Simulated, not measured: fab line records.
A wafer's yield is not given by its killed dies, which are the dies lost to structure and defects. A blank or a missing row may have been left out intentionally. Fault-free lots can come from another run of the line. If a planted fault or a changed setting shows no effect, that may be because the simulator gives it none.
Code-filled problem report in 8D (eight disciplines) form :: flow nand harc :: the parts of the form that need people (team, actions taken, sign-off) are left out

## 1. PROBLEM STATEMENT
Mean of oes product au at NHARC_P_GATE_ETCH_114: 0.928 a.u. across 3 wafers in 3 lots; on wafers with no fault it is 1.001 a.u. (standard deviation 0.013). Relative to the usual mean, that is a shift of -5.6 standard deviations.
The step: etches the open film in CF4/O2, target depth 30 nm, overetch 3 nm, time 16.5 s.
First observed at day 5 15:00: wafer L435.3, on rie diel-03. Wafers with a number at this step in the record: 43, from 15 lots. Rule for "out", or "out of limits": more than 4 standard deviations from the usual mean. The rest of the wafers with a number are treated as sound.

## 2. WHAT IT IS, WHAT IT ISN'T
question: which readings at this step
is: oes product au
is not: drypump motor current A, showerhead plenum p Torr, throttle valve pct

question: which lots
is: L435, L436, L437
is not: L431, L443, L444, L446, L447, L448, L449, L450, L451, L452, L453, L454

question: which wafers of those lots
is: L435.3, L436.5, L437.3
is not: L435.6, L436.4, L437.1, L437.2

question: read on which tools
is: rie diel-03
is not: rie diel-08, rie diel-13

question: when
is: from day 5 15:00
is not: up to then (4 sound wafers); but 36 sound wafers of L436, L437, L443, L444, L446, L447, L448, L449, L450, L451, L452, L453, L454 came after

## 3. WHAT RULES OUT EACH SUSPECT
Counting: if a tool at a process step up to the reading ran every lot that is out, it stays a suspect. Sound lots after the first of them don't rule it out here, since some wafers of a struck lot are sound.
- rie diel-03 at NHARC_P_GATE_ETCH_114 (etches the open film in CF4/O2, target depth 30 nm, overetch 3 nm, time 16.5 s): kept. It ran every lot that is out, first L435 (day 5 15:00). Its own oes product au readings are out on those wafers.
After counting, what remains is rie diel-03 at NHARC_P_GATE_ETCH_114.

## 4. THE CAUSE (what the simulator had put in)
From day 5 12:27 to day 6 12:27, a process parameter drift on rie diel-03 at NHARC_P_GATE_ETCH_114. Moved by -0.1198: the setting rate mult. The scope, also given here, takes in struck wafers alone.
Only this tool survived the counting.

## 5. THE CHAIN OF EFFECTS, in route order
Each row: a reading whose mean over the struck wafers that have a number lies more than 3 standard deviations from the usual. Scope: only readings with a usual standard deviation given in the record; hours: median across lots of the time from each lot's start at the first step in this table that gives one to its start at this step; sigmas: change in usual standard deviations.
hours: 0
step: NHARC_P_GATE_ETCH_114
reading: oes product au
usual: 1.001 a.u.
on struck wafers: 0.928
change: -0.073
sigmas: -5.6
Its process steps:
- NHARC_P_GATE_ETCH_114: etches the open film in CF4/O2, target depth 30 nm, overetch 3 nm, time 16.5 s.

## 6. HOW IT WOULD HAVE BEEN CAUGHT EARLIER
3 hours passed between the start of the fault at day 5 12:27 and the first reading out of limits in this record, taken at day 5 15:00.
